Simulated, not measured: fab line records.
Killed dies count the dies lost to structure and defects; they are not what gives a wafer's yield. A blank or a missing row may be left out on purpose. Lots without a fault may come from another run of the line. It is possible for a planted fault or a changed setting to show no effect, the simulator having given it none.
fab line records	flow n5-finfet
record lots=9	wafers=26	last-day=18
route steps=1938 shown MOL_CONTACT_COAG@588 BEOL_M4@1111 PASSIVATION@1936
lots untouched by any fault: they come from a run of this same line in which no faults occurred
start-h: start of the lot's first displayed wafer, in hours after the record's first day	wait-h: how many hours have passed since the lot's step before this one	" unchanged from the row above	L1.1+2: several wafers, shown together as one row	- no value, or no start given	* or withheld: withheld	< > ~ a bound
route shown NAME@n: NAME is a module with steps in the file, n the number in the route of the first one	usual: mean and standard deviation over wafers with no fault	same: alike in all rows	chamber/n: place in a boat	sites: the reading at each site	_std_site: the standard deviation of these	_edge_site: outer sites' mean less inner sites'	radius-mm: for every site, how far away it sits from the centre of the wafer	mask NAME#n: copy n	behind: the most recent tool/chamber to have shaped the wafer	hold: why the lot went on hold/how many hours it stayed there/how the hold came to an end	device: the n, p or np transistor that did not switch	end of line: the route-end tests of the same wafers	a step given without rows: its recipe and nothing more	killed: dies that structure and defects cost at the first sort, which is not the same as the wafer's yield	map: per-die view of a wafer (x killed, . not killed, _ where there is no die)
set.NAME: the setting the step ran with; set.NAME@STEP: the setting that earlier step ran with	model.NAME: the simulator's own value behind a step, which no gauge read
route steps across a sampled set of lots; one table per step, one row per wafer
services: the hour from which a tool's chamber was out of use, counted from the record's first day as start-h (under 0 if before that day), plus the number of hours and why
## steps
# step N5_MOL_CONTACT_COAG_ETCH_47
# recipe chemistry=CH3F/O2	target=SiNx	target-depth-a=270	mask-material=SiO2	stop-on=W	over-etch-frac=0.2	ion-energy-ev=120	endpoint=OES-CN	pressure-mtorr=30	source-w=395	bias-w=73	Ar_flow_sccm=150	CH3F_flow_sccm=30	O2_flow_sccm=20	ends=end-point
# usual drypump-motor-current-A=5.8/0.53	etch-rf-on-time-s=31.0/0.6	mfc-ar-sccm=149.9/0.47	oes_ar_750_au=0.79/0.094	oes-product-au=0.70/0.085	rf-vpp-V=298/6.7	showerhead-plenum-p-Torr=2.04/0.07	throttle-valve-pct=16.31/0.19
lot.wafer	tool	chamber	start-h	wait-h	drypump-motor-current-A	etch-rf-on-time-s	mfc-ar-sccm	oes_ar_750_au	oes-product-au	rf-hours-counter-h	rf-vpp-V	showerhead-plenum-p-Torr	throttle-valve-pct
L533.1	rie-diel-06	3	116.32	0.0	5.3	31.8	150.7	0.69	0.61	245	287	1.88	16.54
L533.3	"	2	"	"	6.3	31.4	150.7	0.72	0.63	220	291	1.97	16.43
L533.6	"	0	"	"	5.8	30.5	148.8	0.69	0.64	-	308	2.08	16.39
L537.1	rie-diel-03	3	140.71	0.0	5.9	30.7	149.6	0.83	0.74	89	294	1.95	16.42
L537.4	"	3	"	"	5.9	30.6	149.8	0.83	0.74	-	295	1.95	16.41
L537.5	"	1	"	"	5.4	31.1	150.6	0.74	0.65	-	297	2.06	16.31
L538.1	rie-diel-03	1	153.55	0.0	5.5	30.6	149.6	0.74	0.66	173	299	2.06	16.31
L538.3	"	0	"	"	5.2	31.1	149.9	0.90	0.81	21	301	2.02	15.97
L538.5	"	2	"	"	5.0	30.2	149.9	0.84	0.75	-	292	2.05	16.60
L539.1	rie-diel-01	0	156.58	0.0	6.3	31.8	149.0	0.78	0.69	104	299	2.10	16.17
L539.5	"	2	"	"	5.2	30.8	149.5	0.87	0.78	-	300	2.12	16.10
L539.6	"	3	"	"	6.6	31.5	149.9	0.71	0.62	-	303	2.04	16.47
L540.2	rie-diel-06	2	162.24	0.0	6.3	32.2	150.1	0.70	0.62	239	289	1.97	16.46
L540.3	"	0	"	"	5.7	30.7	149.5	0.68	0.63	213	307	2.07	16.44
L540.5	"	2	"	"	6.3	32.0	150.3	0.70	0.62	-	290	1.97	16.45
L549.3	rie-diel-06	2	220.79	0.0	6.3	30.8	149.5	1.02	0.90	1	290	1.97	15.97
L549.4	"	1	"	"	6.6	31.5	149.8	0.70	0.64	221	309	2.06	16.46
L549.6	"	2	"	"	6.3	30.7	149.9	1.02	0.90	-	290	1.97	15.96
L550.1	rie-diel-06	2	223.54	0.0	6.3	30.3	150.0	1.01	0.90	2	290	1.96	15.96
L550.5	"	2	"	"	6.3	30.1	149.8	1.00	0.90	-	289	1.96	15.96
L550.6	"	1	"	"	6.6	31.2	149.8	0.70	0.63	-	307	2.06	16.45
L552.5	rie-diel-01	1	238.85	0.0	5.8	30.6	149.8	0.99	0.89	-	292	2.15	15.94
L552.6	"	2	"	"	5.2	30.6	149.9	0.82	0.73	-	300	2.11	16.15
L553.1	rie-diel-03	3	245.94	0.0	5.9	30.7	150.5	0.79	0.71	125	294	1.94	16.49
L553.2	"	1	"	"	5.5	31.0	149.2	0.71	0.63	206	297	2.05	16.38
L553.3	"	2	"	"	5.0	30.6	149.3	0.80	0.72	97	292	2.04	16.65
# step N5_MOL_CONTACT_COAG_STRIP_119
# recipe chemistry=N2/H2	time-s=30	power-w=1000	temp-c=250	pressure-mtorr=withheld	n2-flow-sccm=1750	h2-flow-sccm=3250
# usual drypump-motor-current-A=5.9/0.31	h2-flow-sccm=3250/9.9	heater-power-w=350/35
lot.wafer	tool	chamber	start-h	wait-h	drypump-motor-current-A	h2-flow-sccm	heater-power-w	rf-hours-counter-h
L533.1	plasma-asher-02	0	116.40	0.1	6.3	3252	358	94
L533.3	"	1	"	"	5.8	3248	302	-
L533.6	"	1	"	"	5.8	3273	298	-
L537.1	plasma-asher-02	1	140.80	0.1	5.8	3253	303	99
L537.4	"	1	"	"	5.8	3260	308	-
L537.5	"	1	"	"	5.8	3260	304	-
L538.1	plasma-asher-01	0	153.63	0.1	6.0	3255	403	51
L538.3	"	0	"	"	6.0	3263	395	-
L538.5	"	1	"	"	5.4	3244	329	-
L539.1	plasma-asher-02	1	156.66	0.1	5.8	3263	303	101
L539.5	"	0	"	"	6.3	3239	365	-
L539.6	"	1	"	"	5.8	3269	307	-
L540.2	plasma-asher-02	0	162.32	0.1	6.3	3256	374	103
L540.3	"	0	"	"	6.3	3260	366	-
L540.5	"	0	"	"	6.3	3264	356	-
L549.3	plasma-asher-01	1	220.89	0.1	5.4	3259	336	-
L549.4	"	0	"	"	6.0	3258	407	-
L549.6	"	0	"	"	6.0	3238	398	-
L550.1	plasma-asher-02	1	223.62	0.1	5.8	3254	310	116
L550.5	"	0	"	"	6.3	3240	370	-
L550.6	"	1	"	"	5.8	3247	306	-
L552.5	plasma-asher-02	0	238.94	0.1	6.3	3258	367	-
L552.6	"	1	"	"	5.8	3242	307	-
L553.1	plasma-asher-02	1	246.02	0.1	5.8	3253	299	119
L553.2	"	0	"	"	6.4	3254	362	119
L553.3	"	0	"	"	6.3	3236	360	-
# step N5_MOL_CONTACT_COAG_PRECLEAN_144
# recipe chemistry=alkaline-clean	temp-c=60	time-s=60	do-ppb=50
# usual bath-guard-temp-C=60.2/0.43
lot.wafer	tool	chamber	start-h	wait-h	bath-guard-temp-C
L533.1	wet-bench-02	4	116.48	0.1	60.3
L533.3	"	5	"	"	60.1
L533.6	"	7	"	"	60.2
L537.1	wet-bench-01	2	140.88	0.1	59.7
L537.4	"	3	"	"	59.5
L537.5	"	1	"	"	60.5
L538.1	wet-bench-01	5	153.72	0.1	60.5
L538.3	"	3	"	"	59.2
L538.5	"	6	"	"	59.6
L539.1	wet-bench-01	0	156.74	0.1	60.2
L539.5	"	4	"	"	60.0
L539.6	"	7	"	"	59.9
L540.2	wet-bench-02	6	162.41	0.1	60.1
L540.3	"	0	"	"	60.8
L540.5	"	7	"	"	60.7
L549.3	wet-bench-02	2	221.05	0.1	60.5
L549.4	"	7	"	"	60.4
L549.6	"	6	"	"	60.3
L550.1	wet-bench-02	4	223.71	0.1	60.0
L550.5	"	3	"	"	61.0
L550.6	"	7	"	"	60.3
L552.5	wet-bench-05	7	238.99	0.0	59.7
L552.6	"	6	"	"	60.9
L553.1	wet-bench-01	6	246.11	0.1	59.8
L553.2	"	0	"	"	60.1
L553.3	"	2	"	"	60.1
# step N5_MOL_CONTACT_COAG_INSPECT_42
# recipe mode=adi	inspect-instrument=brightfield
# usual raw-defect-count=226/53
lot.wafer	tool	chamber	start-h	wait-h	raw-defect-count
L533.1	defect-inspect-02	-	117.07	0.1	213
L533.3	"	-	"	"	198
L533.6	"	-	"	"	184
L537.1	defect-inspect-01	-	141.35	0.1	358
L537.4	"	-	"	"	242
L537.5	"	-	"	"	219
L538.1	defect-inspect-01	-	154.20	0.1	189
L538.3	"	-	"	"	265
L538.5	"	-	"	"	186
L539.1	defect-inspect-01	-	157.22	0.1	288
L539.5	"	-	"	"	174
L539.6	"	-	"	"	198
L540.2	defect-inspect-01	-	162.87	0.0	158
L540.3	"	-	"	"	227
L540.5	"	-	"	"	180
L549.3	defect-inspect-02	-	221.52	0.0	236
L549.4	"	-	"	"	845
L549.6	"	-	"	"	268
L550.1	defect-inspect-01	-	224.17	0.1	235
L550.5	"	-	"	"	147
L550.6	"	-	"	"	575
L552.5	defect-inspect-02	-	239.50	0.0	243
L552.6	"	-	"	"	244
L553.1	defect-inspect-01	-	246.58	0.1	303
L553.2	"	-	"	"	366
L553.3	"	-	"	"	338
# step N5_MOL_CONTACT_COAG_ETCH_66
# recipe chemistry=CF4	target=SiARC	target-depth-a=130	mask-material=CAR-EUV	time-s=21.7	ion-energy-ev=80	pressure-mtorr=40	source-w=545	bias-w=36	Ar_flow_sccm=100	cf4-flow-sccm=100	ends=cleared
# usual drypump-motor-current-A=5.8/0.52	etch-rf-on-time-s=21.6/0.5	mfc-ar-sccm=100.0/0.33	oes-product-au=0.67/0.078	rf-vpp-V=184.5/1.2	showerhead-plenum-p-Torr=2.17/0.071	throttle-valve-pct=15.57/0.18
lot.wafer	tool	chamber	start-h	wait-h	drypump-motor-current-A	etch-rf-on-time-s	mfc-ar-sccm	oes-product-au	rf-hours-counter-h	rf-vpp-V	showerhead-plenum-p-Torr	throttle-valve-pct
L533.1	rie-diel-06	2	117.16	0.0	6.3	21.5	99.4	0.60	221	183.5	2.11	15.69
L533.3	"	1	"	"	6.6	21.5	99.7	0.64	181	184.1	2.21	15.59
L533.6	"	2	"	"	6.3	21.8	99.5	0.60	-	183.9	2.11	15.68
L537.1	rie-diel-06	2	141.44	0.0	6.3	22.0	99.9	0.59	229	183.4	2.11	15.71
L537.4	"	2	"	"	6.3	22.2	100.2	0.59	-	184.6	2.11	15.69
L537.5	"	0	"	"	5.7	21.6	100.5	0.60	-	184.0	2.22	15.66
L538.1	rie-diel-01	3	154.59	0.0	6.6	21.7	100.2	0.60	248	186.3	2.19	15.80
L538.3	"	2	"	"	5.2	21.0	100.2	0.74	46	186.5	2.27	15.38
L538.5	"	0	"	"	6.3	22.4	99.6	0.66	-	185.2	2.24	15.42
L539.1	rie-diel-01	3	157.31	0.0	6.5	21.6	100.0	0.59	249	185.9	2.19	15.80
L539.5	"	0	"	"	6.3	22.3	99.6	0.65	-	186.1	2.24	15.41
L539.6	"	1	"	"	5.8	21.3	99.9	0.58	-	181.2	2.04	15.65
L540.2	rie-diel-06	2	162.96	0.0	6.3	21.9	99.8	0.59	239	182.9	2.11	15.76
L540.3	"	1	"	"	6.6	21.6	100.1	0.62	200	185.6	2.20	15.63
L540.5	"	2	"	"	6.3	21.9	99.9	0.59	-	183.7	2.11	15.75
L549.3	rie-diel-06	0	221.65	0.0	5.7	21.7	100.0	0.58	236	184.0	2.21	15.71
L549.4	"	2	"	"	6.3	21.1	99.7	0.86	1	183.3	2.10	15.24
L549.6	"	2	"	"	6.3	21.2	99.8	0.87	-	182.9	2.10	15.20
L550.1	rie-diel-06	0	224.38	0.0	5.7	21.9	99.8	0.57	237	185.1	2.21	15.71
L550.5	"	1	"	"	6.6	22.0	99.5	0.60	-	184.5	2.19	15.69
L550.6	"	2	"	"	6.3	21.0	100.0	0.86	-	183.5	2.10	15.23
L552.5	rie-diel-01	0	240.20	0.0	6.3	22.2	100.3	0.63	-	186.7	2.22	15.51
L552.6	"	3	"	"	6.6	20.8	100.2	0.81	-	185.6	2.19	15.30
L553.1	rie-diel-01	0	247.67	0.0	6.3	22.3	100.1	0.63	143	186.4	2.22	15.49
L553.2	"	2	"	"	5.2	20.9	100.3	0.71	84	184.9	2.26	15.46
L553.3	"	3	"	"	6.6	20.8	100.4	0.79	16	185.9	2.19	15.30
# step N5_BEOL_M4_RC_MEAS_101
# usual DIBL_N=35.7/1.5	DIBL_P=35.7/2	IOFF_N=0.155/0.026	IOFF_P=0.20/0.031	ION_N=675/11	ION_P=462/7.1	SS_N=71.3/0.57	SS_P=73.1/0.56	VT_N=250/3	VT_P=-251/3
lot.wafer	tool	chamber	start-h	wait-h	DIBL_N[mV/V]	DIBL_P[mV/V]	IOFF_N[nA/um]	IOFF_P[nA/um]	ION_N[uA/um]	ION_P[uA/um]	SS_N[mV/dec]	SS_P[mV/dec]	VT_N[mV]	VT_P[mV]
L533.1	prober-01	0	195.18	0.0	33.4	31.3	0.106	0.17	662	458	70.5	72.4	255	-253
L533.3	"	0	"	"	34.5	33.0	0.128	0.19	681	469	71.2	73.6	252	-251
L533.6	"	0	"	"	38.2	37.4	0.184	0.25	683	470	72.4	74.7	248	-248
L537.1	prober-01	0	217.48	0.7	34.3	34.2	0.123	0.16	676	456	71.0	73.0	253	-253
L537.4	"	0	"	"	31.8	31.0	0.089	0.13	667	460	70.7	72.3	259	-258
L537.5	"	0	"	"	32.5	31.7	0.099	0.13	658	453	70.8	71.9	257	-258
L539.1	prober-01	0	224.64	0.0	34.8	33.6	0.122	0.17	652	450	71.1	73.1	255	-256
L539.5	"	0	"	"	36.7	35.2	0.161	0.18	677	459	71.2	73.7	248	-256
L539.6	"	0	"	"	36.9	35.2	0.152	0.19	675	450	71.0	72.9	253	-256
L538.1	prober-01	0	225.57	0.7	36.5	35.5	0.148	0.22	666	462	71.8	73.4	252	-249
L538.3	"	0	"	"	35.9	34.9	0.127	0.20	666	464	71.2	73.2	252	-250
L538.5	"	0	"	"	37.2	35.3	0.156	0.22	662	453	71.4	73.3	254	-246
L540.2	prober-01	0	232.45	0.2	34.5	35.2	0.134	0.16	678	463	71.0	72.7	251	-255
L540.3	"	0	"	"	37.3	38.2	0.171	0.20	684	462	72.0	74.3	247	-254
L540.5	"	0	"	"	37.2	37.7	0.164	0.20	682	461	71.2	74.1	250	-252
L549.3	prober-01	0	286.34	0.3	34.8	33.1	0.112	0.18	654	458	71.0	72.4	255	-251
L549.4	"	0	"	"	36.9	36.3	0.160	0.23	682	474	71.2	73.0	248	-247
L549.6	"	0	"	"	36.3	35.8	0.146	0.22	679	468	71.5	72.6	250	-249
L550.1	prober-01	0	305.37	0.0	34.4	34.9	0.137	0.18	666	456	71.0	72.7	251	-253
L550.5	"	0	"	"	33.9	34.4	0.128	0.18	659	456	71.1	72.4	252	-255
L550.6	"	0	"	"	36.7	37.3	0.166	0.21	675	459	71.2	73.2	250	-253
L552.5	prober-01	0	312.16	0.6	36.4	38.0	0.163	0.20	666	459	71.1	73.1	246	-252
L552.6	"	0	"	"	37.0	39.4	0.172	0.22	676	464	71.1	73.1	249	-251
L553.1	prober-02	0	320.07	0.0	36.7	38.3	0.173	0.21	680	466	72.6	73.2	247	-251
L553.2	"	0	"	"	37.4	38.4	0.189	0.22	674	461	71.5	73.3	246	-251
L553.3	"	0	"	"	35.5	37.9	0.159	0.21	683	462	72.3	72.8	249	-250
# step N5_PASSIVATION_PROBE_49
# usual defect-limited-yield=91.4/1.5	killed_at_M0_to_M3=34/10	killed_at_M4_up=15/6	killed-at-contacts=12/6	killed-at-front-end=37/11	killed-at-other=3.3/2.8	killed-dies=101/18	killed-open=66/14	killed-short=33/7.8	sort_bin_5_function=5.0/0.97	sort_bin_6_memory=3.2/0.72	sort-n-pass=1079/18	sort-yield-pct=91.4/1.5
# same gross-dies=1180	killed-at-back-side=0	sort_bin_4_leakage[%]=0	sort_bin_8_speed[%]=0
lot.wafer	tool	chamber	start-h	wait-h	defect-limited-yield[%]	killed_at_M0_to_M3	killed_at_M4_up	killed-at-contacts	killed-at-front-end	killed-at-other	killed-dies	killed-open	killed-short	sort_bin_5_function[%]	sort_bin_6_memory[%]	sort-n-pass	sort-yield-pct[%]
L549.3	prober-02	-	385.96	0.1	92.0	33	3	16	41	1	94	65	29	5.1	2.7	1086	92.0
L549.4	prober-02	-	386.01	0.2	81.3	34	11	134	35	7	221	63	44	11.9	4.6	959	81.3
L549.6	prober-02	-	386.11	0.3	90.1	30	14	13	57	3	117	80	37	5.5	4.1	1063	90.1
L550.1	prober-02	-	411.45	0.0	91.8	26	11	10	47	3	97	54	37	4.7	2.5	1083	91.8
L550.5	prober-02	-	411.65	0.2	91.9	19	16	9	51	1	96	61	31	4.4	3.6	1084	91.9
L550.6	prober-02	-	411.70	0.3	83.5	31	12	116	36	0	195	60	28	10.4	4.2	985	83.5
# killed by level:class
L549.3 FIN_SAQP:geometric-particle:open=14 MOL_CONTACT_COAG:geometric-particle:open=12 BEOL_M3:geometric-particle:open=12 DUMMY_GATE:geometric-particle:open=8 BEOL_M0_SAQP:geometric-particle:open=7 FIN_SAQP:geometric-particle:short=5 BEOL_M0_SAQP:geometric-particle:short=5 MOL_CONTACT_COAG:geometric-particle:short=4
L549.4 MOL_CONTACT_COAG:unspecified=114 MOL_CONTACT_COAG:geometric-particle:open=17 BEOL_M0_SAQP:geometric-particle:short=12 BEOL_M4:geometric-particle:open=9 GATE_CUT:geometric-particle:short=8 BEOL_M0_SAQP:geometric-particle:open=7 FIN_SAQP:geometric-particle:open=5 STI_FIN_REVEAL:geometric-particle:open=5
L549.6 FIN_SAQP:geometric-particle:open=18 MOL_CONTACT_COAG:geometric-particle:open=10 BEOL_M0_SAQP:geometric-particle:open=9 GATE_CUT:geometric-particle:short=9 BEOL_M3:geometric-particle:open=9 FIN_SAQP:geometric-particle:short=6 STI_FIN_REVEAL:geometric-particle:open=6 BEOL_M0_SAQP:geometric-particle:short=5
L550.1 BEOL_M2:geometric-particle:open=9 DUMMY_GATE:geometric-particle:open=8 FIN_SAQP:geometric-particle:short=7 STI_FIN_REVEAL:geometric-particle:short=7 MOL_CONTACT_COAG:geometric-particle:open=7 GATE_CUT:geometric-particle:open=6 STI_FIN_REVEAL:geometric-particle:open=6 HKMG_FIN:area-etch=5
L550.5 FIN_SAQP:geometric-particle:short=16 BEOL_M2:geometric-particle:open=11 FIN_SAQP:geometric-particle:open=6 GATE_CUT:geometric-particle:short=6 DUMMY_GATE:geometric-particle:open=6 MOL_CONTACT_COAG:geometric-particle:open=6 BEOL_M4:geometric-particle:open=5 BEOL_M6:geometric-particle:open=5
L550.6 MOL_CONTACT_COAG:unspecified=104 MOL_CONTACT_COAG:geometric-particle:open=11 STI_FIN_REVEAL:geometric-particle:open=10 BEOL_M0_SAQP:geometric-particle:short=7 BEOL_M2:geometric-particle:open=7 STARTING-WAFER:geometric-particle:short=6 FIN_SAQP:geometric-particle:open=5 DUMMY_GATE:geometric-particle:open=5
## services
tool	chamber	start-h	hours	kind
rie-diel-06	0	95.43	9.2	repair
rie-diel-01	0	107.19	29.5	repair
rie-diel-06	3	136.50	-	clean
rie-diel-06	3	136.50	-	consumable-replace:focus-ring
rie-diel-06	3	136.50	-	consumable-replace:showerhead
rie-diel-06	3	136.50	34.7	scheduled-down
rie-diel-06	3	136.50	34.7	vent-cycle
rie-diel-06	2	169.03	5.1	repair
rie-diel-01	3	172.08	16.0	repair
rie-diel-01	1	175.77	9.0	repair
rie-diel-06	-	183.10	0.2	repair
rie-diel-03	3	184.82	4.3	repair
rie-diel-01	3	188.14	-	clean
rie-diel-01	3	188.14	-	consumable-replace:focus-ring
rie-diel-01	3	188.14	25.6	scheduled-down
rie-diel-01	3	188.14	25.6	vent-cycle
plasma-asher-01	-	197.93	1.5	repair
rie-diel-06	2	200.19	-	clean
rie-diel-06	2	200.19	-	consumable-replace:focus-ring
rie-diel-06	2	200.19	17.7	scheduled-down
rie-diel-06	2	200.19	17.7	vent-cycle
rie-diel-01	1	213.94	-	clean
rie-diel-01	1	213.94	-	consumable-replace:focus-ring
rie-diel-06	-	233.19	15.6	pm
## key
first-sign step=N5_MOL_CONTACT_COAG_INSPECT_42	reading=raw-defect-count	direction=up	sigmas=9.1	usual=226	struck=710
effect step=N5_PASSIVATION_PROBE_49	reading=killed-at-contacts	direction=up	sigmas=19	usual=12	struck=125
more-kills-born-at N5_MOL_CONTACT_COAG_PRECLEAN_144@wet-bench-02=218
met-at N5_MOL_CONTACT_COAG_PRECLEAN_144
struck-lots L549,L550
struck-wafers L549.4,L550.6
not-acting-at N5_MOL_CONTACT_COAG_ETCH_47,N5_MOL_CONTACT_COAG_STRIP_119,N5_MOL_CONTACT_COAG_ETCH_66
onset-between 162.41 221.05
fault kind=chamber-particle-source	tool=wet-bench-02	chamber=7	onset-h=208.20	steps=N5_MOL_CONTACT_COAG_PRECLEAN_144	rate-per-visit-cm2=0.66915	end-h=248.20
